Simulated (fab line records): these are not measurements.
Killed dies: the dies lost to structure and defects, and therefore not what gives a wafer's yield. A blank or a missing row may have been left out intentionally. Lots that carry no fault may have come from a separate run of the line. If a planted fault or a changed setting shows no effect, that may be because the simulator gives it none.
Struck lot and sound lot, side by side -- flow n5Finfet -- 39 out of 1938 route steps
Sound: wafers L557.1, L557.5, L557.6. Struck: wafer L556.3. The cause is given at the end.
For every step that has rows: the tool of each side, followed by ch and its chambers, followed by its first start. Under that, the readings that differ: sound wafers -- struck wafers -- difference of the means -- sigmas: that difference in standard deviations of wafers without a fault.
alike: words and numbers the same on both sides, and readings whose means are apart by under 2 such deviations; not compared: readings that were withheld, readings missing a value for some wafer, numbers with overlapping values and no deviation given by the record, and bounds like >300 which may hide the same value.
Wherever a step has rows on one side only, a row that says differs or no value, or a row with sigmas, the two part there. When numbers do not overlap yet have no deviation, they are printed without sigmas and do not part them. A reading that every wafer of one side lacks parts them only if that side has two wafers or more.

first, 11 steps without rows for these wafers: N5_BEOL_M0_SAQP_DESCUM_19 (chemistry O2, time 7.9 s); N5_BEOL_M0_SAQP_ETCH_83 (etches SiARC in CF4, target depth 39 nm, time 65 s); N5_BEOL_M0_SAQP_ETCH_84 (etches SOC in N2/H2, target depth 100 nm, overetch 20 nm, time 150 s); N5_BEOL_M0_SAQP_STRIP_80 (strips in N2/H2); N5_BEOL_M0_SAQP_HM_OPEN_112 (chemistry CHF3/O2, target SiO2, stops on a-Si, target depth 12 nm, time 13.5 s); N5_BEOL_M0_SAQP_STRIP_113 (strips in CHF3/O2); N5_BEOL_M0_SAQP_MANDREL_ETCH_20 (etches a-Si in HBr/Cl2, stops on SiNx, target depth 60 nm, bt time 10 s, time 30 s); N5_BEOL_M0_SAQP_STRIP_86 (strips in N2/H2); N5_BEOL_M0_SAQP_STRIP_115 (strips in post etch residue remover, time 60 s); N5_BEOL_M0_SAQP_SRD_93 (time 30 s); N5_BEOL_M0_SAQP_RECESS_114 (chemistry HF/NH3, target SiO2, target depth 14.4 nm, afs cycles 3, sublimation time 60 s).
N5_BEOL_M0_SAQP_SPACER1_ALD_98: deposits SiO2, target thk 12.8 nm, pulse time 1 s, purge time 2 s.
  sound on aldSin-03 ch 0,2,3, day 7 06:35; struck on aldSin-02 ch 3, day 6 23:29
reading,sound,struck,difference,sigmas
susceptorTempC (C),299.82 300.29 300.09,282.68,-17.39,-92
model.SiO2_of_BEOL_M0_SAQP_SPACER1_ALD_98.thkNm (nm),12.8 12.8 12.8,13.6,+0.8,
  alike: chamberPressureTorr, heaterPowerW, precursorPulseHeightRel
then, 1 step without rows for these wafers: N5_BEOL_M0_SAQP_SPACER1_ETCHBACK_99 (etches SiO2 in CHF3/O2, target depth 15.4 nm, time 7.7 s).
N5_BEOL_M0_SAQP_MANDREL1_REMOVE_100: chemistry HBr/Cl2/O2, target a-Si, stops on SiNx, bt time 10 s.
  sound on rieSi-02 ch 0,1,2, day 7 07:08; struck on rieSi-04 ch 3, day 7 00:07
reading,sound,struck,difference,sigmas
model.SiO2_of_BEOL_M0_SAQP_SPACER1_ALD_98.thkNm (nm),7.4 7.4 7.4,8.2,+0.8,
model.BEOL_M0_SAQP.cdNm (nm),12.6 12.6 12.8,13.6,+0.9,
  alike: drypumpMotorCurrentA, oesProductAu, throttleValvePct
  not compared: rfHoursCounterH
N5_BEOL_M0_SAQP_CD_MEAS_25 targets a cd of 13.1 nm.
  sound on cdSem-02 ch 0, day 7 07:15; struck on cdSem-03 ch 0, day 7 00:13
reading,sound,struck,difference,sigmas
cdNm (nm),12.93 12.52 12.80,13.23,+0.48,+2
then, 22 steps without rows for these wafers: N5_BEOL_M0_SAQP_ETCH_101 (etches SiNx in CH3F/O2, target depth 29.9 nm, time 42.7 s); N5_BEOL_M0_SAQP_ETCH_102 (etches SiO2 in CF4, target depth 4 nm, time 4.4 s); N5_BEOL_M0_SAQP_MANDREL_ETCH_103 (etches a-Si in HBr/Cl2, stops on SiCN, target depth 45 nm, bt time 10 s, time 27 s); N5_BEOL_M0_SAQP_RECESS_104 (chemistry HF/NH3, target SiO2, target depth 18 nm, afs cycles 3, sublimation time 60 s); N5_BEOL_M0_SAQP_COAT_105 (time 60 s, resist thk 100 nm); N5_BEOL_M0_SAQP_ETCH_106 (etches SOC in N2/H2, stops on SiNx, target depth 150 nm); N5_BEOL_M0_SAQP_ETCH_107 (etches SiNx in CH3F/O2, target depth 30 nm); N5_BEOL_M0_SAQP_STRIP_108 (strips in N2/H2); N5_BEOL_M0_SAQP_RECESS_109 (chemistry HF/NH3, target SiO2, target depth 3 nm, afs cycles 1, sublimation time 60 s); N5_BEOL_M0_SAQP_SPACER2_ALD_26 (deposits SiO2, target thk 15 nm, pulse time 1 s, purge time 2 s); N5_BEOL_M0_SAQP_SPACER2_ETCHBACK_27 (etches SiO2 in CHF3/O2, target depth 22.5 nm, time 11.25 s); N5_BEOL_M0_SAQP_MANDREL2_REMOVE_110 (chemistry HBr/Cl2/O2, target a-Si, stops on SiCN, bt time 10 s); N5_BEOL_M0_SAQP_COAT_69 (time 60 s, resist thk 90 nm); N5_BEOL_M0_SAQP_COAT_72 (time 60 s, resist thk 15 nm); N5_BEOL_M0_SAQP_COAT_87 (time 60 s, resist thk 5 nm); N5_BEOL_M0_SAQP_COAT_34 (resist thk 30 nm); N5_BEOL_M0_SAQP_EBR_36; N5_BEOL_M0_SAQP_SOFTBAKE_35 (time 60 s); N5_BEOL_M0_SAQP_EXPOSE_37 (exposes mask M0 CUT1, target cd 30 nm); N5_BEOL_M0_SAQP_PEB_38 (peb time 60 s); N5_BEOL_M0_SAQP_DEVELOP_39 (develop time 30 s); N5_BEOL_M0_SAQP_DESCUM_45 (chemistry O2, time 7 s).
-- record jumps: 3 days separate the struck wafers' starts on either side; left off in module BEOL_M0_SAQP, taken up again in module BEOL_M4, whose first shown step is the route's number 1111 --
N5_BEOL_M4_RC_MEAS_101:
  sound on prober-01 ch 0, day 10 14:47; struck on prober-01 ch 0, day 10 00:55
reading,sound,struck,difference,sigmas
CJ_N,4.41 4.42 4.45,5.06,+0.63,+7
CJ_P,5.81 5.87 5.69,4.27,-1.52,-12
ION_N (uA/um),682 675 676,650,-28,-3
RS_PWELL (ohm/sq),3047 3029 3034,3128,+91,+4
  alike: DIBL_N, DIBL_P, IOFF_N, IOFF_P, ION_P, SS_N, SS_P, VT_N, VT_P
after that, 1 step had no rows for these wafers: N5_PASSIVATION_PROBE_49.

== WHERE THEY PART ==
Last at N5_BEOL_M4_RC_MEAS_101 as far as this record goes, first at N5_BEOL_M0_SAQP_SPACER1_ALD_98.

WHY: the cause the simulator had injected
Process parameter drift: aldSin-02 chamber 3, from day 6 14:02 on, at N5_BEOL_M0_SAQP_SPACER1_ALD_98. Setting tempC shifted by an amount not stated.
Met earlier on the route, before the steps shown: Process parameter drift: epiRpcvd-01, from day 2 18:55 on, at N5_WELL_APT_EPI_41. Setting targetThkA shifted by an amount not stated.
